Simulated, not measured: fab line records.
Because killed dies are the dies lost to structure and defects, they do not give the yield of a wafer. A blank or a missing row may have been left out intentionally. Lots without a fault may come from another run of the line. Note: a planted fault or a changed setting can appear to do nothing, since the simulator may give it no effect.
fab line records | flow nand-harc
record lots=14 | wafers=40 | last-day=34
route steps=1302 shown A_CONTACT@1044
lots with no fault: from the same line, run without faults
start-h: the number of hours between the record's first day and the start of the first shown wafer of the lot | wait-h: hours since the lot's step before | " same as the row above | L1.1+2: several wafers, shown together as one row | - no value, or no start given | * or withheld: withheld | < > ~ a bound
route shown NAME@n: names a module that has steps shown in the file, with the first one's number in the route | usual: mean and standard deviation over wafers with no fault | same: alike in all rows | chamber/n: place in a boat | sites: the reading at each site | _std_site: standard deviation across them | _edge_site: outer sites' mean less inner sites' | radius-mm: how far each site lies from the wafer's centre | mask NAME#n: copy n | behind: the last tool/chamber to shape the wafer | hold: what put the lot on hold/how long, in hours/how the hold closed | device: the n, p or np transistor that did not switch | end of line: tests run on the same wafers once the route is complete | for a step that has no rows: nothing shown but its recipe | killed: the dies lost at the first sort to structure and to defects; this is not the yield of the wafer | map: shows each die of a wafer: x if killed, . if not, _ if none is there
set.NAME: setting as actually run; set.NAME@STEP: the setting as run at that earlier step | model.NAME: the simulator's own value behind a step, which no gauge read
route steps across a sampled set of lots; one table per step, one row per wafer
services: the hour from which a tool's chamber was out of use, counted from the record's first day as start-h (under 0 if before that day), plus the number of hours and why
## steps
# step NHARC_A_CONTACT_ETCH_76
# recipe target-depth-a=2600 | over-etch-frac=0.3 | time-s=475.3 | ion-energy-ev=200 | n2-flow-sccm=150 | h2-flow-sccm=150 | ar-flow-sccm=0 | rf-w=400 | bias-w=150 | chemistry=N2/H2
# usual drypump-motor-current-A=5.8/0.42 | oes-product-au=1.002/0.0075 | rf-vpp-V=430.9/2.4 | run-length-s=496.6/0.48 | showerhead-plenum-p-Torr=2.06/0.078 | throttle-valve-pct=14.170/0.0088
lot.wafer | tool        | chamber | start-h | wait-h | drypump-motor-current-A | oes-product-au | rf-hours-counter-h | rf-vpp-V | run-length-s | showerhead-plenum-p-Torr | throttle-valve-pct
L257.2    | rie-diel-03 | 1       | 501.02  | -      | 6.1                     | 0.998          | 5                  | 433.3    | 496.1        | 2.13                     | 14.169
L257.3    | "           | 2       | "       | "      | 5.9                     | 0.990          | 5                  | 429.8    | 496.8        | 1.99                     | 14.186
L257.5    | "           | 3       | "       | "      | 6.5                     | 0.991          | -                  | 430.8    | 496.0        | 2.11                     | 14.164
L258.2    | rie-diel-04 | 3       | 520.62  | -      | 5.0                     | 1.003          | 54                 | 427.8    | 497.1        | 1.99                     | 14.175
L258.1    | "           | 0       | "       | "      | 5.6                     | 1.012          | 52                 | 433.3    | 496.1        | 2.10                     | 14.169
L258.4    | "           | 3       | "       | "      | 5.0                     | 1.000          | -                  | 428.6    | 497.2        | 1.99                     | 14.190
L264.4    | rie-diel-11 | 2       | 574.80  | -      | 5.8                     | 1.000          | 38                 | 433.1    | 497.3        | 2.20                     | 14.179
L264.1    | "           | 3       | "       | "      | 5.7                     | 1.003          | 45                 | 433.0    | 360.7        | 2.10                     | 14.166
L265.2    | rie-diel-11 | 1       | 591.29  | -      | 5.7                     | 1.010          | 52                 | 428.4    | 496.0        | 1.95                     | 14.171
L265.1    | "           | 2       | "       | "      | 5.8                     | 1.006          | 43                 | 434.6    | 361.7        | 2.20                     | 14.178
L269.1    | rie-diel-03 | 0       | 610.85  | -      | 5.3                     | 1.001          | 20                 | 430.2    | 495.8        | 2.05                     | 14.163
L269.3    | "           | 1       | "       | "      | 6.2                     | 0.994          | 22                 | 433.0    | 496.2        | 2.12                     | 14.172
L269.5    | "           | 1       | "       | "      | 6.2                     | 0.997          | -                  | 434.2    | 496.4        | 2.12                     | 14.163
L270.2    | rie-diel-03 | 1       | 619.59  | -      | 6.2                     | 1.009          | 23                 | 432.0    | 496.8        | 2.12                     | 14.162
L270.1    | "           | 2       | "       | "      | 5.9                     | 1.005          | 23                 | 427.2    | 496.6        | 1.98                     | 14.187
L270.5    | "           | 3       | "       | "      | 6.5                     | 1.015          | -                  | 433.1    | 496.0        | 2.11                     | 14.174
L272.3    | rie-diel-04 | 0       | 640.91  | -      | 5.6                     | 0.998          | 40                 | 431.7    | 496.2        | 2.09                     | 14.180
L272.4    | "           | 2       | "       | "      | 6.0                     | 1.000          | 33                 | 431.6    | 496.5        | 2.06                     | 14.165
L272.1    | "           | 3       | "       | "      | 5.0                     | 1.001          | 35                 | 429.0    | 497.3        | 1.97                     | 14.164
L273.3    | rie-diel-03 | 2       | 672.63  | -      | 5.9                     | 1.014          | 3                  | 428.4    | 496.8        | 1.98                     | 14.159
L273.1    | "           | 1       | "       | "      | 6.2                     | 1.012          | 3                  | 432.4    | 496.5        | 2.12                     | 14.174
L273.6    | "           | 2       | "       | "      | 5.9                     | 1.009          | -                  | 428.1    | 497.0        | 1.98                     | 14.178
L278.3    | rie-diel-03 | 1       | 691.14  | -      | 6.1                     | 1.004          | 5                  | 433.3    | 496.5        | 2.12                     | 14.170
L278.1    | "           | 3       | "       | "      | 6.5                     | 1.002          | 6                  | 430.8    | 496.4        | 2.10                     | 14.172
L278.2    | "           | 0       | "       | "      | 5.3                     | 1.004          | 5                  | 429.7    | 496.0        | 2.05                     | 14.177
L275.3    | rie-diel-03 | 3       | 692.57  | -      | 6.5                     | 0.994          | 7                  | 432.4    | 496.3        | 2.10                     | 14.164
L275.4    | "           | 0       | "       | "      | 5.3                     | 0.992          | 6                  | 429.1    | 496.0        | 2.05                     | 14.177
L275.6    | "           | 2       | "       | "      | 5.9                     | 1.004          | -                  | 427.9    | 496.6        | 1.98                     | 14.156
L276.3    | rie-diel-04 | 3       | 693.88  | -      | 5.0                     | 1.006          | 50                 | 428.8    | 496.9        | 1.97                     | 14.166
L276.1    | "           | 0       | "       | "      | 5.6                     | 1.012          | 59                 | 430.9    | 496.5        | 2.08                     | 14.170
L276.5    | "           | 1       | "       | "      | 5.7                     | 1.011          | -                  | 429.7    | 496.8        | 2.07                     | 14.177
L277.2    | rie-diel-03 | 1       | 708.29  | -      | 6.1                     | 1.006          | 9                  | 433.0    | 496.3        | 2.12                     | 14.164
L277.5    | "           | 3       | "       | "      | 6.5                     | 1.009          | -                  | 432.5    | 496.0        | 2.10                     | 14.163
L277.6    | "           | 0       | "       | "      | 5.3                     | 0.993          | -                  | 432.0    | 496.0        | 2.05                     | 14.175
L279.2    | rie-diel-11 | 1       | 737.55  | -      | 5.8                     | 1.008          | 39                 | 427.5    | 496.3        | 1.93                     | 14.167
L279.6    | "           | 2       | "       | "      | 5.8                     | 1.007          | -                  | 435.2    | 497.3        | 2.18                     | 14.153
L279.5    | "           | 3       | "       | "      | 5.7                     | 0.993          | -                  | 430.8    | 497.4        | 2.08                     | 14.152
L280.2    | rie-diel-04 | 1       | 739.90  | -      | 5.7                     | 1.006          | 8                  | 430.9    | 496.7        | 2.06                     | 14.164
L280.3    | "           | 3       | "       | "      | 5.0                     | 1.005          | 6                  | 431.2    | 497.0        | 1.96                     | 14.168
L280.6    | "           | 2       | "       | "      | 6.0                     | 0.999          | -                  | 430.3    | 496.5        | 2.05                     | 14.171
# step NHARC_A_CONTACT_ETCH_77
# recipe target-depth-a=1089 | time-s=54.5 | cf4-flow-sccm=100 | chf3-flow-sccm=30 | ar-flow-sccm=0 | rf-w=500 | bias-w=200 | chemistry=CF4/CHF3
# usual drypump-motor-current-A=5.8/0.43 | oes-product-au=0.937/0.018 | rf-vpp-V=371.1/2.1 | run-length-s=75.8/0.5 | showerhead-plenum-p-Torr=1.59/0.055 | throttle-valve-pct=16.802/0.0089
lot.wafer | tool        | chamber | start-h | wait-h | drypump-motor-current-A | oes-product-au | rf-hours-counter-h | rf-vpp-V | run-length-s | showerhead-plenum-p-Torr | throttle-valve-pct
L257.3    | rie-diel-03 | 0       | -       | -      | 5.3                     | 0.920          | 4                  | 370.4    | 75.4         | 1.59                     | 16.800
L257.2    | "           | 1       | "       | "      | 6.1                     | 0.917          | 5                  | 373.0    | 76.3         | 1.64                     | 16.789
L257.5    | "           | 0       | "       | "      | 5.2                     | 0.915          | -                  | 371.8    | 75.1         | 1.59                     | 16.817
L258.2    | rie-diel-04 | 1       | -       | -      | 5.7                     | 0.921          | 55                 | 372.7    | 76.1         | 1.61                     | 16.800
L258.1    | "           | 3       | "       | "      | 5.0                     | 0.923          | 54                 | 369.0    | 76.4         | 1.54                     | 16.795
L258.4    | "           | 3       | "       | "      | 5.0                     | 0.939          | -                  | 368.0    | 76.3         | 1.54                     | 16.797
L264.4    | rie-diel-11 | 2       | -       | -      | 5.8                     | 0.955          | 38                 | 375.4    | 76.5         | 1.69                     | 16.807
L264.1    | "           | 0       | "       | "      | 5.3                     | 0.934          | 52                 | 365.6    | 76.0         | 1.46                     | 16.817
L265.2    | rie-diel-11 | 3       | -       | -      | 5.7                     | 0.940          | 50                 | 371.4    | 76.7         | 1.62                     | 16.796
L265.1    | "           | 0       | "       | "      | 5.3                     | 0.924          | 59                 | 367.2    | 75.9         | 1.46                     | 16.814
L269.1    | rie-diel-03 | 0       | -       | -      | 5.3                     | 0.919          | 20                 | 371.4    | 75.1         | 1.58                     | 16.812
L269.3    | "           | 1       | "       | "      | 6.1                     | 0.919          | 22                 | 371.3    | 75.6         | 1.63                     | 16.801
L269.5    | "           | 3       | "       | "      | 6.5                     | 0.926          | -                  | 371.2    | 75.7         | 1.62                     | 16.772
L270.2    | rie-diel-03 | 3       | -       | -      | 6.5                     | 0.927          | 24                 | 372.5    | 75.4         | 1.62                     | 16.794
L270.1    | "           | 0       | "       | "      | 5.3                     | 0.915          | 22                 | 371.1    | 75.6         | 1.58                     | 16.806
L270.5    | "           | 3       | "       | "      | 6.6                     | 0.927          | -                  | 373.1    | 75.5         | 1.62                     | 16.816
L272.3    | rie-diel-04 | 1       | -       | -      | 5.7                     | 0.919          | 38                 | 370.5    | 75.6         | 1.60                     | 16.798
L272.1    | "           | 2       | "       | "      | 5.9                     | 0.918          | 33                 | 371.1    | 75.9         | 1.59                     | 16.809
L272.4    | "           | 3       | "       | "      | 5.0                     | 0.930          | 36                 | 368.8    | 76.6         | 1.53                     | 16.817
L273.3    | rie-diel-03 | 3       | -       | -      | 6.5                     | 0.956          | 4                  | 370.7    | 75.8         | 1.62                     | 16.799
L273.1    | "           | 1       | "       | "      | 6.1                     | 0.955          | 3                  | 372.9    | 76.1         | 1.63                     | 16.805
L273.6    | "           | 0       | "       | "      | 5.3                     | 0.962          | -                  | 370.0    | 75.2         | 1.58                     | 16.804
L278.1    | rie-diel-03 | 0       | -       | -      | 5.3                     | 0.962          | 5                  | 371.0    | 75.2         | 1.58                     | 16.806
L278.3    | "           | 1       | "       | "      | 6.1                     | 0.951          | 5                  | 371.8    | 75.5         | 1.63                     | 16.790
L278.2    | "           | 3       | "       | "      | 6.5                     | 0.979          | 6                  | 371.7    | 75.7         | 1.62                     | 16.799
L275.4    | rie-diel-03 | 2       | -       | -      | 5.9                     | 0.929          | 7                  | 367.8    | 76.2         | 1.53                     | 16.797
L275.3    | "           | 3       | "       | "      | 6.5                     | 0.943          | 7                  | 371.9    | 75.7         | 1.62                     | 16.814
L275.6    | "           | 3       | "       | "      | 6.4                     | 0.933          | -                  | 371.7    | 75.5         | 1.62                     | 16.814
L276.1    | rie-diel-04 | 0       | -       | -      | 5.6                     | 0.928          | 60                 | 370.6    | 75.4         | 1.60                     | 16.792
L276.3    | "           | 3       | "       | "      | 4.9                     | 0.941          | 50                 | 368.9    | 76.3         | 1.52                     | 16.802
L276.5    | "           | 1       | "       | "      | 5.7                     | 0.930          | -                  | 370.7    | 75.6         | 1.59                     | 16.799
L277.2    | rie-diel-03 | 1       | -       | -      | 6.1                     | 0.964          | 9                  | 373.3    | 75.4         | 1.63                     | 16.807
L277.6    | "           | 3       | "       | "      | 6.5                     | 0.973          | -                  | 371.8    | 75.3         | 1.62                     | 16.798
L277.5    | "           | 0       | "       | "      | 5.3                     | 0.972          | -                  | 371.7    | 75.6         | 1.58                     | 16.796
L279.2    | rie-diel-11 | 2       | -       | -      | 5.8                     | 0.935          | 39                 | 374.3    | 76.4         | 1.68                     | 16.793
L279.5    | "           | 2       | "       | "      | 5.8                     | 0.930          | -                  | 373.8    | 76.5         | 1.68                     | 16.814
L279.6    | "           | 3       | "       | "      | 5.7                     | 0.934          | -                  | 372.4    | 76.4         | 1.60                     | 16.802
L280.2    | rie-diel-04 | 1       | -       | -      | 5.7                     | 0.963          | 8                  | 371.3    | 75.4         | 1.59                     | 16.789
L280.3    | "           | 3       | "       | "      | 5.0                     | 0.961          | 6                  | 367.5    | 76.6         | 1.52                     | 16.810
L280.6    | "           | 1       | "       | "      | 5.7                     | 0.958          | -                  | 370.7    | 75.4         | 1.59                     | 16.801
# step NHARC_A_CONTACT_ETCH_124
# recipe source-w=withheld | pressure-mtorr=20 | bias-v=withheld | time-s=140 | target-depth-a=7000 | ar-flow-sccm=withheld | c4f8-flow-sccm=withheld | o2-flow-sccm=withheld | chemistry=C4F8/O2/Ar
# usual run-length-s=141.4/0.42
lot.wafer | tool            | chamber | start-h | wait-h | rf-hours-counter-h | run-length-s
L257.2    | har-cap-etch-03 | 0       | 502.31  | -      | 44                 | 141.6
L257.3    | "               | 1       | "       | "      | -                  | 141.5
L257.5    | "               | 1       | "       | "      | -                  | 142.0
L258.2    | har-cap-etch-02 | 0       | 522.27  | -      | 89                 | 141.0
L258.1    | "               | 1       | "       | "      | 89                 | 141.3
L258.4    | "               | 1       | "       | "      | -                  | 140.6
L264.1    | har-cap-etch-03 | 0       | 576.19  | -      | 59                 | 141.5
L264.4    | "               | 1       | "       | "      | -                  | 142.1
L265.1    | har-cap-etch-01 | 0       | 592.67  | -      | 11                 | 141.4
L265.2    | "               | 1       | "       | "      | 11                 | 141.7
L269.1    | har-cap-etch-01 | 1       | 612.23  | -      | 16                 | 141.8
L269.3    | "               | 0       | "       | "      | -                  | 140.9
L269.5    | "               | 0       | "       | "      | -                  | 141.1
L270.2    | har-cap-etch-03 | 0       | 620.88  | -      | 69                 | 141.4
L270.1    | "               | 1       | "       | "      | 69                 | 141.5
L270.5    | "               | 1       | "       | "      | -                  | 141.5
L272.1    | har-cap-etch-03 | 0       | 642.28  | -      | 73                 | 141.5
L272.4    | "               | 0       | "       | "      | -                  | 141.5
L272.3    | "               | 1       | "       | "      | -                  | 141.5
L273.1    | har-cap-etch-03 | 1       | 674.03  | -      | 78                 | 141.6
L273.3    | "               | 1       | "       | "      | -                  | 141.7
L273.6    | "               | 0       | "       | "      | -                  | 141.4
L278.2    | har-cap-etch-02 | 0       | 692.50  | -      | 119                | 140.8
L278.1    | "               | 1       | "       | "      | 119                | 141.0
L278.3    | "               | 0       | "       | "      | -                  | 141.6
L275.3    | har-cap-etch-01 | 1       | 694.37  | -      | -                  | 141.7
L275.4    | "               | 0       | "       | "      | -                  | 141.0
L275.6    | "               | 1       | "       | "      | -                  | 141.7
L276.1    | har-cap-etch-03 | 0       | 695.16  | -      | 82                 | 141.7
L276.3    | "               | 1       | "       | "      | -                  | 141.5
L276.5    | "               | 1       | "       | "      | -                  | 141.8
L277.2    | har-cap-etch-02 | 1       | 709.61  | -      | 123                | 140.7
L277.5    | "               | 0       | "       | "      | -                  | 141.2
L277.6    | "               | 1       | "       | "      | -                  | 140.8
L279.2    | har-cap-etch-03 | 0       | 739.03  | -      | 89                 | 141.9
L279.6    | "               | 1       | "       | "      | -                  | 141.7
L279.5    | "               | 0       | "       | "      | -                  | 142.0
L280.2    | har-cap-etch-01 | 0       | 741.30  | -      | 39                 | 141.2
L280.3    | "               | 1       | "       | "      | -                  | 141.6
L280.6    | "               | 0       | "       | "      | -                  | 141.4
# step NHARC_A_CONTACT_ETCH_130
# recipe source-w=withheld | pressure-mtorr=20 | bias-v=3000 | time-s=197 | target-depth-a=19180 | ar-flow-sccm=withheld | c4f8-flow-sccm=withheld | o2-flow-sccm=withheld | chemistry=C4F8/O2/Ar
# usual run-length-s=197/0
lot.wafer | tool            | chamber | start-h | wait-h | rf-hours-counter-h | run-length-s
L257.2    | har-cap-etch-03 | 0       | 503.40  | 0.1    | 45                 | 197
L257.3    | "               | 1       | "       | "      | -                  | 197
L257.5    | "               | 1       | "       | "      | -                  | 197
L258.2    | har-cap-etch-02 | 0       | 523.35  | 0.1    | 90                 | 197
L258.1    | "               | 1       | "       | "      | 90                 | 197
L258.4    | "               | 1       | "       | "      | -                  | 197
L264.1    | har-cap-etch-03 | 0       | 577.26  | 0.1    | 60                 | 197
L264.4    | "               | 1       | "       | "      | -                  | 197
L265.1    | har-cap-etch-01 | 0       | 593.76  | 0.1    | 12                 | 197
L265.2    | "               | 1       | "       | "      | 12                 | 197
L269.1    | har-cap-etch-01 | 1       | 613.31  | 0.1    | 17                 | 197
L269.3    | "               | 0       | "       | "      | -                  | 197
L269.5    | "               | 0       | "       | "      | -                  | 197
L270.2    | har-cap-etch-03 | 0       | 621.97  | 0.2    | 70                 | 197
L270.1    | "               | 1       | "       | "      | 70                 | 197
L270.5    | "               | 1       | "       | "      | -                  | 197
L272.1    | har-cap-etch-03 | 0       | 643.36  | 0.1    | 74                 | 197
L272.4    | "               | 0       | "       | "      | -                  | 197
L272.3    | "               | 1       | "       | "      | -                  | 197
L273.1    | har-cap-etch-03 | 1       | 675.11  | 0.1    | 79                 | 197
L273.3    | "               | 1       | "       | "      | -                  | 197
L273.6    | "               | 0       | "       | "      | -                  | 197
L278.2    | har-cap-etch-02 | 0       | 693.58  | 0.1    | 120                | 197
L278.1    | "               | 1       | "       | "      | 120                | 197
L278.3    | "               | 0       | "       | "      | -                  | 197
L275.3    | har-cap-etch-01 | 1       | 695.45  | 0.1    | -                  | 197
L275.4    | "               | 0       | "       | "      | -                  | 197
L275.6    | "               | 1       | "       | "      | -                  | 197
L276.1    | har-cap-etch-03 | 0       | 696.25  | 0.1    | 83                 | 197
L276.3    | "               | 1       | "       | "      | -                  | 197
L276.5    | "               | 1       | "       | "      | -                  | 197
L277.2    | har-cap-etch-02 | 1       | 710.70  | 0.1    | 124                | 197
L277.5    | "               | 0       | "       | "      | -                  | 197
L277.6    | "               | 1       | "       | "      | -                  | 197
L279.2    | har-cap-etch-03 | 0       | 740.11  | 0.1    | 90                 | 197
L279.6    | "               | 1       | "       | "      | -                  | 197
L279.5    | "               | 0       | "       | "      | -                  | 197
L280.2    | har-cap-etch-01 | 0       | 742.38  | 0.1    | 40                 | 197
L280.3    | "               | 1       | "       | "      | -                  | 197
L280.6    | "               | 0       | "       | "      | -                  | 197
## services
tool            | chamber | start-h | hours | kind
rie-diel-11     | 1       | 479.93  | 1.9   | repair
rie-diel-03     | 0       | 492.42  | -     | clean
rie-diel-03     | 1       | 492.42  | -     | clean
rie-diel-03     | 2       | 492.42  | -     | clean
rie-diel-03     | 3       | 492.42  | -     | clean
har-cap-etch-01 | -       | 497.00  | 17.0  | pm
rie-diel-11     | 2       | 499.34  | 4.3   | repair
rie-diel-03     | 0       | 516.92  | -     | clean
rie-diel-03     | 1       | 516.92  | -     | clean
rie-diel-03     | 2       | 516.92  | -     | clean
rie-diel-03     | 3       | 516.92  | -     | clean
har-cap-etch-02 | -       | 521.66  | 0.2   | repair
har-cap-etch-01 | -       | 531.32  | 0.4   | repair
rie-diel-04     | -       | 531.90  | 9.0   | pm
har-cap-etch-01 | -       | 536.09  | 5.5   | repair
rie-diel-03     | 0       | 583.13  | 5.1   | repair
rie-diel-11     | 1       | 593.13  | 14.8  | repair
rie-diel-11     | -       | 612.05  | 9.0   | pm
rie-diel-11     | 3       | 632.52  | 1.7   | repair
rie-diel-03     | -       | 635.30  | 9.0   | pm
rie-diel-04     | -       | 708.90  | 9.0   | pm
rie-diel-11     | 2       | 714.40  | 3.5   | repair
rie-diel-03     | 0       | 718.40  | 1.2   | repair
har-cap-etch-02 | -       | 719.74  | 0.1   | repair
## key
first-sign step=NHARC_A_CONTACT_ETCH_76 | reading=run-length-s | direction=down | sigmas=99+ | usual=* | struck=*
effect none on later readings
met-at NHARC_A_CONTACT_ETCH_76
struck-lots L264,L265
struck-wafers L264.1,L265.1
later-rows-left-out L264.1,L265.1
sort-left-out L264.1,L265.1
tester-left-out L264,L265
not-acting-at NHARC_A_CONTACT_ETCH_77,NHARC_A_CONTACT_ETCH_124,NHARC_A_CONTACT_ETCH_130
fault kind=process-parameter-drift | tool=rie-diel-11 | chamber=- | onset-h=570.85 | steps=NHARC_A_CONTACT_ETCH_76 | channel=time-s | offset=* | shape=step | end-h=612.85 | scope=struck-wafers-only | acts-in=* | stated=*
# tester-left-out: of these lots the tester's yield and bins aren't shown, on N5 and GAA mostly nor the transistor test; their killed dies are dies lost to structure and defects alone, not to doping, threshold or leakage, so they don't give the yield
# sort-left-out: the simulated sort isn't trusted on such a fault, so these wafers' sort isn't shown, and their yield isn't known
# later-rows-left-out: the simulator's readings of these wafers behind a module that went badly wrong aren't trusted and aren't shown, but for the sort
